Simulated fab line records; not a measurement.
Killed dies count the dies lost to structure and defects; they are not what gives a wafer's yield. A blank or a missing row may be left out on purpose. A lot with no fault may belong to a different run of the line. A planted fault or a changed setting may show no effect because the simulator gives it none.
A lot that was struck, set against a sound lot / flow nandHarc / 18 steps out of a route of 1302
Sound: wafers L150.1, L150.2, L150.3. Wafers struck: L159.1, L159.2, L159.3. At the end, the cause is stated.
Each step with rows lists, per side, the tool, then ch with its chambers, then its first start. Under that, the readings that differ: sound wafers / struck wafers / difference of the means / sigmas: that difference in standard deviations of wafers without a fault.
alike: words and numbers the same on both sides, and readings whose means are apart by under 2 such deviations; not compared: readings that were withheld, readings missing a value for some wafer, numbers with overlapping values and no deviation given by the record, and bounds like >300 which may hide the same value.
Wherever a step has rows on one side only, a row that says differs or no value, or a row with sigmas, the two part there. Numbers that don't overlap but have no deviation are shown without sigmas and don't part them. A reading that every wafer of one side lacks parts them only if that side has two wafers or more.

first, 1 step without rows for these wafers: NHARC_A_SGD_CUT_ETCH_26 (etches SiO2 in dHF, target depth 45.8 nm).
NHARC_A_SGD_CUT_ETCHBACK_24: etches the open film in CH3F/O2, target depth 50 nm, time 92.857 s.
  sound on rieDiel-06 ch 0,1,2, day 20 17:19; struck on rieDiel-06 ch 0,1,3, day 24 10:55
reading=rfHoursCounterH (h); sound=10 9 9; struck=6 5 6; difference=-4; sigmas=
  alike: drypumpMotorCurrentA, oesProductAu, rfVppV, showerheadPlenumPTorr, throttleValvePct
NHARC_A_SGD_CUT_STRIP_28: strips in O2, time 20 s.
  sound on rieDiel-06 ch 0,1,3; struck on rieDiel-06 ch 0,1,2
reading=rfHoursCounterH (h); sound=9 10 9; struck=6 5 6; difference=-4; sigmas=
  alike: drypumpMotorCurrentA, oesProductAu, rfVppV, showerheadPlenumPTorr, throttleValvePct
NHARC_A_SGD_CUT_INSPECT_25:
  struck on defectInspect-02, day 24 11:09; sound on defectInspect-02, day 20 17:34
  alike: rawDefectCount
NHARC_A_SLIT_DEP_25: deposits SiO2, target thk 200 nm.
  sound on pecvd-02 ch 0,1,2, day 20 17:38; struck on pecvd-02 ch 0,1,2, day 24 11:14
  alike: heaterPowerW, throttleValvePct
NHARC_A_SLIT_DEP_00: deposits aC, target thk 6200 nm.
  sound on aclDep-01 ch 0, day 20 22:13; struck on aclDep-02 ch 0, day 24 13:55
  alike: throttleValvePct
NHARC_A_SLIT_DEP_23: deposits SiON, target thk 100 nm.
  sound on pecvd-02 ch 0,1,2, day 21 02:02; struck on pecvd-01 ch 0,1,2, day 24 17:42
  alike: heaterPowerW
then, 5 steps without rows for these wafers: NHARC_A_SLIT_DEHYDRATE_01 (time 120 s); NHARC_A_SLIT_HMDS_02 (time 30 s); NHARC_A_SLIT_COAT_03 (resist thk 90 nm); NHARC_A_SLIT_SOFTBAKE_04 (time 55 s); NHARC_A_SLIT_EBR_05.
NHARC_A_SLIT_EXPOSE_06: exposes mask SLIT.
  sound on arfiScanner-03 ch 0, day 21 02:27; struck on arfiScanner-03 ch 0, day 24 18:07
reading=model.A_SLIT.overlayXNm (nm); sound=0.8699 0.8699 0.8699; struck=12.28 12.28 12.28; difference=+11.41; sigmas=
  alike: mask
then, 2 steps without rows for these wafers: NHARC_A_SLIT_PEB_07 (peb time 65 s); NHARC_A_SLIT_DEVELOP_08 (develop time 35 s).
NHARC_A_SLIT_CD_MEAS_09: target cd 300 nm.
  sound on cdSem-02 ch 0, day 21 02:35; struck on cdSem-03 ch 0, day 24 18:16
  alike: cdNm
NHARC_A_SLIT_OVL_MEAS_10:
  struck on overlay-02, day 24 18:21; sound on overlay-01, day 21 02:41
reading=overlayXNm (nm); sound=0.7 0.8 0.6; struck=12.2 12.2 11.8; difference=+11.4; sigmas=+14
  alike: overlayYNm
NHARC_A_SLIT_INSPECT_11:
  struck on defectInspect-01, day 24 18:23; sound on defectInspect-01, day 21 02:43
  alike: rawDefectCount

WHERE THEY PART
At NHARC_A_SLIT_OVL_MEAS_10 and nowhere else, as far as this record goes. Later steps at which nothing parts them and some readings are alike: NHARC_A_SLIT_INSPECT_11.

WHY: the cause the simulator had injected
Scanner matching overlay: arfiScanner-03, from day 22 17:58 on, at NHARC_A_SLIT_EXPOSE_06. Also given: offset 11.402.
